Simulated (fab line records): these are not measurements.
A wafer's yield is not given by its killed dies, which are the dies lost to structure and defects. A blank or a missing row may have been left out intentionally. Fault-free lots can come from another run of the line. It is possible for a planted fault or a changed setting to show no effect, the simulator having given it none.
Matching of chambers | flow nand_harc | pecvd-03 running NHARC_A_STAIRCASE_DEP_471: 3 sister chambers
The step deposits SiO2, target thk 100 nm. 3 wafers are shown with their chamber, then 7 later ones without.

== EACH WAFER AND ITS CHAMBER ==
wafer  | chamber | showerhead_vpp_V (V)
L726.5 | 1       | 1782
L729.2 | 2       | 1900
L729.3 | 0       | 1721

== WAFERS MISSING THEIR CHAMBER ==
wafer  | showerhead_vpp_V (V)
L729.6 | 1730
L733.2 | 1738
L733.3 | 1911
L733.4 | 1744
L741.1 | 1731
L741.3 | 1922
L741.5 | 1743

== WHICH CHAMBER EACH WENT THROUGH ==
wafer  | from the rows above     | in truth
L729.6 | 0                       | 0
L733.2 | can't be placed: 0 or 1 | 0
L733.3 | 2                       | 2
L733.4 | can't be placed: 0 or 1 | 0
L741.1 | 0                       | 0
L741.3 | 2                       | 2
L741.5 | can't be placed: 0 or 1 | 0
Placed correctly: 4 of 7. Can't be placed from these rows: 3 (the true chamber is among the candidates in 3). Number placed wrongly: 0.
How it was worked out, from the rows above alone: a wafer's distance from a chamber is the root of the sum, over the readings, of the square of ((its reading less the chamber's mean) divided by the reading's scatter). If the next closest chamber is less than 2 further off than the closest, the wafer can't be placed; otherwise it belongs to the closest. A chamber's mean is the mean of its shown wafers. The scatter: root of mean squared gap, hidden wafer to nearest shown wafer, with one shown wafer a chamber.
